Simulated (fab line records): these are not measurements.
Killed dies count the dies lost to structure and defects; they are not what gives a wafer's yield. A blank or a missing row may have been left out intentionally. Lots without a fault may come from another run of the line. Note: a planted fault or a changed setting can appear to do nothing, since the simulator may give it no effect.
Which tool is to blame?	flow n5Finfet	72 wafers from 24 lots sampled at 6 of the route's 1938 steps

## WHAT THE GAUGES READ, wafer by wafer
N5_BEOL_M8_CD_MEAS_28 targets a cd of 40 nm. Usual: cdNm reads 40.09 nm (standard deviation 0.24).
lot	measured	on	cdNm (nm)	flag
L075	day 10 06:00	cdSem-03	40.17 39.96 40.11	
L074	day 10 12:15	cdSem-03	39.91 40.12 40.03	
L076	day 10 12:34	cdSem-03	40.31 39.88 40.27	
L077	day 10 15:23	cdSem-03	40.29 40.31 40.08	
L079	day 11 03:42	cdSem-02	40.19 40.28 40.05	
L078	day 11 03:47	cdSem-02	40.34 40.21 40.63	
L080	day 11 03:45	cdSem-02	40.12 39.91 40.21	
L082	day 11 06:14	cdSem-03	39.95 40.11 40.08	
L081	day 11 14:09	cdSem-01	39.99 40.01 40.35	
L083	day 12 06:29	cdSem-02	39.91 39.87 40.03	
L086	day 13 03:39	cdSem-03	40.49 39.95 40.06	
L085	day 13 03:49	cdSem-02	40.14 39.97 39.77	
L084	day 13 03:37	cdSem-02	40.23 39.93 40.22	
L089	day 13 10:55	cdSem-03	40.08 39.66 40.13	
L088	day 13 11:08	cdSem-01	40.37 40.07 40.50	
L087	day 13 13:13	cdSem-02	39.98 40.07 39.57	
L091	day 13 16:56	cdSem-02	39.70 40.07 40.00	
L090	day 13 23:40	cdSem-01	39.92 40.49 40.11	
L092	day 14 02:12	cdSem-03	40.06 40.38 40.18	
L093	day 14 06:19	cdSem-03	40.40 40.28 40.05	
L094	day 15 03:45	cdSem-01	39.82 39.76 40.19	
L095	day 15 10:52	cdSem-02	39.97 39.87 39.57	
L097	day 15 18:39	cdSem-02	39.81 40.30 40.34	
L096	day 15 20:31	cdSem-02	40.13 40.22 40.16	

## WHICH TOOL RAN EACH LOT (tool, then ch and the chambers of the sampled wafers, then the start)
lot	N5_BEOL_M7_STRIP_80	N5_BEOL_M7_PRE_CLEAN_45	N5_BEOL_M7_ANNEAL_51	N5_BEOL_M7_CMP_52	N5_BEOL_M8_STRIP_67
L075	rieDiel-02 ch 2,3, day 9 21:19 or earlier	pvdSputter-02, day 9 21:19	rtpAnneal-01 ch 0, day 9 22:46	cmp-04 ch 1,2,3, day 9 23:01	rieDiel-05 ch 0,3, day 10 04:14
L074	rieDiel-03 ch 1,2,3, day 10 04:23 or earlier	pvdSputter-02, day 10 04:23	rtpAnneal-01 ch 0, day 10 07:10	cmp-04 ch 1,2,3, day 10 07:22	rieDiel-05 ch 0,3, day 10 11:08
L076	rieDiel-04 ch 0,1,3, day 10 07:13 or earlier	pvdSputter-03, day 10 07:13	rtpAnneal-01 ch 0, day 10 08:28	cmp-02 ch 0,1,3, day 10 09:03	rieDiel-05 ch 1,2,3, day 10 11:55
L077	rieDiel-03 ch 0,1,3, day 10 10:37 or earlier	pvdSputter-02, day 10 10:37	rtpAnneal-02 ch 0, day 10 11:37	cmp-01 ch 0,3, day 10 11:49	rieDiel-01 ch 0,1,3, day 10 14:25
L079	rieDiel-03 ch 1,2,3, day 10 21:01 or earlier	pvdSputter-02, day 10 21:01	rtpAnneal-01 ch 0, day 10 22:17	cmp-04 ch 0,1,2, day 10 22:32	rieDiel-01 ch 1,2,3, day 11 02:52
L078	rieDiel-02 ch 0,2, day 10 21:22 or earlier	pvdSputter-01, day 10 21:22	rtpAnneal-02 ch 0, day 10 22:31	cmp-02 ch 0,2, day 10 22:47	rieDiel-01 ch 0,1,3, day 11 02:17
L080	rieDiel-04 ch 0,1, day 10 21:37 or earlier	pvdSputter-01, day 10 21:37	rtpAnneal-01 ch 0, day 10 22:34	cmp-01 ch 1,2,3, day 10 22:49	rieDiel-06 ch 0,1,2, day 11 02:34
L082	rieDiel-04 ch 2,3, day 11 00:37 or earlier	pvdSputter-01, day 11 00:37	rtpAnneal-01 ch 0, day 11 01:35	cmp-01 ch 2,3, day 11 01:54	rieDiel-05 ch 1,2,3, day 11 05:42
L081	rieDiel-04 ch 0,1,3, day 11 05:52 or earlier	pvdSputter-01, day 11 05:52	rtpAnneal-01 ch 0, day 11 07:09	cmp-04 ch 1,2, day 11 07:25	rieDiel-05 ch 0,1,2, day 11 10:46
L083	rieDiel-04 ch 0,1, day 11 17:21 or earlier	pvdSputter-01, day 11 17:21	rtpAnneal-01 ch 0, day 11 18:15	cmp-01 ch 0,1,3, day 11 18:33	rieDiel-05 ch 2,3, day 12 00:05
L086	rieDiel-04 ch 0,3, day 12 20:59 or earlier	pvdSputter-03, day 12 20:59	rtpAnneal-01 ch 0, day 12 22:34	cmp-04 ch 1,3, day 12 22:52	rieDiel-06 ch 0,2, day 13 01:49
L085	rieDiel-04 ch 0,1,2, day 12 21:31 or earlier	pvdSputter-03, day 12 21:31	rtpAnneal-02 ch 0, day 12 23:04	cmp-02 ch 1,2,3, day 12 23:26	rieDiel-05 ch 0,1, day 13 01:57
L084	rieDiel-02 ch 1,3, day 12 21:36 or earlier	pvdSputter-03, day 12 21:36	rtpAnneal-01 ch 0, day 12 23:10	cmp-04 ch 0,3, day 12 23:25	rieDiel-06 ch 0,2, day 13 02:08
L089	rieDiel-02 ch 1,2,3, day 13 05:01 or earlier	pvdSputter-01, day 13 05:01	rtpAnneal-02 ch 0, day 13 06:35	cmp-04 ch 1,2,3, day 13 06:52	rieDiel-05 ch 0,1, day 13 10:14
L088	rieDiel-04 ch 1,2,3, day 13 05:05 or earlier	pvdSputter-01, day 13 05:05	rtpAnneal-01 ch 0, day 13 06:36	cmp-01 ch 1,2,3, day 13 06:56	rieDiel-06 ch 0,3, day 13 10:23
L087	rieDiel-02 ch 0,1,3, day 13 05:26 or earlier	pvdSputter-01, day 13 05:26	rtpAnneal-01 ch 0, day 13 06:52	cmp-02 ch 0,1,3, day 13 07:10	rieDiel-01 ch 0,2,3, day 13 11:14
L091	rieDiel-03 ch 0,1,3, day 13 10:23 or earlier	pvdSputter-03, day 13 10:23	rtpAnneal-02 ch 0, day 13 11:33	cmp-01 ch 1,2, day 13 11:51	rieDiel-01 ch 2,3, day 13 15:26
L090	rieDiel-04 ch 1,2,3, day 13 18:03 or earlier	pvdSputter-03, day 13 18:03	rtpAnneal-02 ch 0, day 13 18:58	cmp-01 ch 0,1,3, day 13 19:18	rieDiel-06 ch 1,2,3, day 13 22:35
L092	rieDiel-03 ch 1,2,3, day 13 18:22 or earlier	pvdSputter-03, day 13 18:22	rtpAnneal-01 ch 0, day 13 20:46	cmp-01 ch 2,3, day 13 21:04	rieDiel-01 ch 1,2,3, day 14 00:31
L093	rieDiel-02 ch 0,1,2, day 14 00:52 or earlier	pvdSputter-03, day 14 00:52	rtpAnneal-01 ch 0, day 14 02:17	cmp-01 ch 0,3, day 14 02:35	rieDiel-01 ch 1,2,3, day 14 05:20
L094	rieDiel-04 ch 0,1,2, day 14 22:55 or earlier	pvdSputter-01, day 14 22:55	rtpAnneal-01 ch 0, day 14 23:57	cmp-01 ch 1,2,3, day 15 00:12	rieDiel-01 ch 0,1, day 15 02:34
L095	rieDiel-04 ch 0,1,3, day 15 04:20 or earlier	pvdSputter-02, day 15 04:20	rtpAnneal-02 ch 0, day 15 05:27	cmp-01 ch 0,3, day 15 05:42	rieDiel-01 ch 0,1,2, day 15 09:40
L097	rieDiel-04 ch 0,2, day 15 09:15 or earlier	pvdSputter-03, day 15 09:15	rtpAnneal-01 ch 0, day 15 10:45	cmp-04 ch 1,2,3, day 15 11:02	rieDiel-05 ch 0,2,3, day 15 13:46
L096	rieDiel-04 ch 1,2, day 15 09:56 or earlier	pvdSputter-03, day 15 09:56	rtpAnneal-02 ch 0, day 15 12:37	cmp-04 ch 1,2, day 15 12:49	rieDiel-05 ch 1,2, day 15 19:50
- N5_BEOL_M7_STRIP_80: strips in N2/H2, time 10 s.
- N5_BEOL_M7_PRE_CLEAN_45: time 30 s.
- N5_BEOL_M7_ANNEAL_51: time 90 s.
- N5_BEOL_M7_CMP_52: polishes, stops on SiCOH lowk, t overpolish 6.9 s, target thk 80 nm.
- N5_BEOL_M8_STRIP_67: strips in CF4.

## WHAT THE TOOLS THEMSELVES READ (means of the sampled wafers that have a number; where no wafer has one, the mark that the record gives instead)
N5_BEOL_M7_STRIP_80. Usual: biasPowerW 6.998 W, standard deviation 0.021; drypumpMotorCurrentA 5.8 A, standard deviation 0.42; oesProductAu 0.82 a.u., standard deviation 0.083; rfVppV 59.2 V, standard deviation 0.81; showerheadPlenumPTorr 2.49 Torr, standard deviation 0.095; throttleValvePct 23.62 %, standard deviation 0.2.
lot	tool	biasPowerW (W)	drypumpMotorCurrentA (A)	oesProductAu (a.u.)	rfVppV (V)	showerheadPlenumPTorr (Torr)	throttleValvePct (%)	flag
L075	rieDiel-02	7.002	5.6	0.69	59.0	2.51	23.60	
L074	rieDiel-03	7.003	5.9	0.86	59.7	2.61	23.58	
L076	rieDiel-04	6.997	6.2	0.83	59.3	2.46	23.58	
L077	rieDiel-03	7.018	5.8	0.81	59.0	2.60	23.79	
L079	rieDiel-03	6.975	5.9	0.85	59.7	2.61	23.58	
L078	rieDiel-02	6.997	5.3	0.74	58.6	2.40	23.77	
L080	rieDiel-04	6.999	6.3	0.76	59.1	2.41	23.70	
L082	rieDiel-04	7.011	5.8	0.92	59.5	2.51	23.42	
L081	rieDiel-04	7.005	6.2	0.81	59.7	2.46	23.57	
L083	rieDiel-04	6.982	6.2	0.77	59.4	2.48	23.65	
L086	rieDiel-04	7.010	6.2	0.85	58.8	2.43	23.52	
L085	rieDiel-04	7.021	6.0	0.81	59.4	2.49	23.63	
L084	rieDiel-02	6.997	5.3	0.81	59.1	2.48	23.52	
L089	rieDiel-02	6.996	5.5	0.85	59.9	2.50	23.53	
L088	rieDiel-04	6.995	5.9	0.85	59.3	2.54	23.50	
L087	rieDiel-02	6.993	5.2	0.76	58.0	2.44	23.64	
L091	rieDiel-03	6.994	5.8	0.79	59.6	2.59	23.82	
L090	rieDiel-04	6.994	5.9	0.85	59.3	2.54	23.51	
L092	rieDiel-03	6.993	5.9	0.82	59.4	2.60	23.60	
L093	rieDiel-02	6.989	5.3	0.85	58.9	2.44	23.64	
L094	rieDiel-04	7.011	6.0	0.79	59.2	2.48	23.64	
L095	rieDiel-04	6.998	6.2	0.79	58.9	2.44	23.61	
L097	rieDiel-04	6.977	5.8	0.83	58.9	2.49	23.62	
L096	rieDiel-04	7.003	6.0	0.79	59.4	2.55	23.60	

N5_BEOL_M7_PRE_CLEAN_45. Usual: heaterPowerW reads 318 W (standard deviation 21).
lot	tool	heaterPowerW (W)	flag
L075	pvdSputter-02	293	
L074	pvdSputter-02	314	
L076	pvdSputter-03	321	
L077	pvdSputter-02	285	
L079	pvdSputter-02	315	
L078	pvdSputter-01	332	
L080	pvdSputter-01	329	
L082	pvdSputter-01	295	
L081	pvdSputter-01	330	
L083	pvdSputter-01	312	
L086	pvdSputter-03	318	
L085	pvdSputter-03	319	
L084	pvdSputter-03	325	
L089	pvdSputter-01	330	
L088	pvdSputter-01	326	
L087	pvdSputter-01	320	
L091	pvdSputter-03	328	
L090	pvdSputter-03	314	
L092	pvdSputter-03	306	
L093	pvdSputter-03	327	
L094	pvdSputter-01	330	
L095	pvdSputter-02	289	
L097	pvdSputter-03	324	
L096	pvdSputter-03	332	

N5_BEOL_M7_ANNEAL_51. Usual: wafer_temp_C_max reads 226.6 (standard deviation 0.62).
lot	tool	wafer_temp_C_max	flag
L075	rtpAnneal-01	227.2	
L074	rtpAnneal-01	227.5	
L076	rtpAnneal-01	226.9	
L077	rtpAnneal-02	225.7	
L079	rtpAnneal-01	226.9	
L078	rtpAnneal-02	225.7	
L080	rtpAnneal-01	227.1	
L082	rtpAnneal-01	227.0	
L081	rtpAnneal-01	226.6	
L083	rtpAnneal-01	226.7	
L086	rtpAnneal-01	226.8	
L085	rtpAnneal-02	225.9	
L084	rtpAnneal-01	226.9	
L089	rtpAnneal-02	225.9	
L088	rtpAnneal-01	226.8	
L087	rtpAnneal-01	227.2	
L091	rtpAnneal-02	225.6	
L090	rtpAnneal-02	225.9	
L092	rtpAnneal-01	227.0	
L093	rtpAnneal-01	227.2	
L094	rtpAnneal-01	226.9	
L095	rtpAnneal-02	225.9	
L097	rtpAnneal-01	226.9	
L096	rtpAnneal-02	226.1	

N5_BEOL_M7_CMP_52. Usual: barrierFieldEndpointS 28.8 s, standard deviation 0.73; motorCurrentA 5.9 A, standard deviation 0.51; overpolishRunS 6.899 s, standard deviation 0.0094; timeToEndpointS 63 s, standard deviation 3.
lot	tool	barrierFieldEndpointS (s)	motorCurrentA (A)	overpolishRunS (s)	timeToEndpointS (s)	flag
L075	cmp-04	28.1	6.3	6.901	61	
L074	cmp-04	28.4	5.9	6.897	62	
L076	cmp-02	28.6	5.6	6.901	66	
L077	cmp-01	28.4	5.8	6.899	61	
L079	cmp-04	28.4	6.0	6.890	62	
L078	cmp-02	29.2	5.2	6.906	63	
L080	cmp-01	28.4	6.0	6.896	58	
L082	cmp-01	28.6	6.3	6.901	62	
L081	cmp-04	28.4	6.1	6.891	63	
L083	cmp-01	28.7	5.9	6.894	61	
L086	cmp-04	29.1	6.3	6.902	63	
L085	cmp-02	28.6	5.1	6.889	63	
L084	cmp-04	29.0	5.8	6.897	62	
L089	cmp-04	29.4	6.1	6.888	64	
L088	cmp-01	28.3	6.3	6.903	63	
L087	cmp-02	29.2	5.7	6.898	67	
L091	cmp-01	28.6	6.4	6.903	64	
L090	cmp-01	29.3	5.8	6.901	64	
L092	cmp-01	29.2	6.1	6.898	65	
L093	cmp-01	29.3	5.6	6.898	62	
L094	cmp-01	29.5	6.0	6.902	64	
L095	cmp-01	29.1	5.8	6.906	61	
L097	cmp-04	28.8	5.9	6.897	66	
L096	cmp-04	28.8	6.2	6.904	64	

N5_BEOL_M8_STRIP_67. Usual: biasPowerW 75.00 W, standard deviation 0.21; drypumpMotorCurrentA 5.6 A, standard deviation 0.4; oesProductAu 0.83 a.u., standard deviation 0.065; rfVppV 271.4 V, standard deviation 1.2; showerheadPlenumPTorr 1.80 Torr, standard deviation 0.041; throttleValvePct 13.51 %, standard deviation 0.2.
lot	tool	biasPowerW (W)	drypumpMotorCurrentA (A)	oesProductAu (a.u.)	rfVppV (V)	showerheadPlenumPTorr (Torr)	throttleValvePct (%)	flag
L075	rieDiel-05	74.84	6.1	0.88	272.0	1.82	13.29	
L074	rieDiel-05	75.24	6.1	0.88	272.5	1.82	13.27	
L076	rieDiel-05	75.01	6.0	0.88	271.2	1.77	13.50	
L077	rieDiel-01	75.03	5.7	0.78	271.9	1.82	13.66	
L079	rieDiel-01	75.20	5.5	0.79	271.5	1.82	13.59	
L078	rieDiel-01	75.20	5.7	0.77	271.8	1.82	13.68	
L080	rieDiel-06	75.00	5.6	0.75	272.0	1.80	13.66	
L082	rieDiel-05	75.04	6.0	0.87	269.9	1.77	13.52	
L081	rieDiel-05	75.01	5.8	0.82	270.5	1.76	13.48	
L083	rieDiel-05	75.10	6.1	0.87	271.2	1.80	13.45	
L086	rieDiel-06	74.94	5.3	0.78	271.5	1.85	13.60	
L085	rieDiel-05	74.93	5.8	0.81	271.3	1.76	13.48	
L084	rieDiel-06	74.97	5.3	0.75	271.8	1.82	13.74	
L089	rieDiel-05	75.10	5.8	0.81	270.2	1.76	13.47	
L088	rieDiel-06	75.15	5.2	0.83	270.6	1.82	13.58	
L087	rieDiel-01	74.85	5.3	0.88	272.0	1.81	13.38	
L091	rieDiel-01	75.08	5.1	0.89	271.4	1.81	13.31	
L090	rieDiel-06	74.91	5.5	0.88	272.4	1.87	13.39	
L092	rieDiel-01	75.16	5.5	0.85	271.8	1.81	13.45	
L093	rieDiel-01	74.84	5.5	0.85	270.9	1.81	13.45	
L094	rieDiel-01	75.12	5.9	0.78	271.7	1.80	13.64	
L095	rieDiel-01	75.09	5.5	0.80	271.8	1.80	13.53	
L097	rieDiel-05	74.86	6.0	0.79	270.6	1.78	13.50	
L096	rieDiel-05	75.07	5.8	0.81	270.1	1.73	13.66	

## THE ANSWER, worked out from the rows above alone
Rule: a lot counts as off when the mean over its wafers that have a number is more than 3 standard deviations away from the usual mean. Also off: a lot with no number at a reading for which 4 or more lots have one. The other lots that the step has rows for count as sound. After the gauges, taken in route order, come the tools' own readings; for these a lot's mean is taken, as printed above. The first step at which some lot is off is used, and at that step the reading that is off furthest; a lot without a number counts as furthest.
No lot is off on any of the readings shown, so nothing can be concluded from this.

## WHAT THE SIMULATOR PUT IN
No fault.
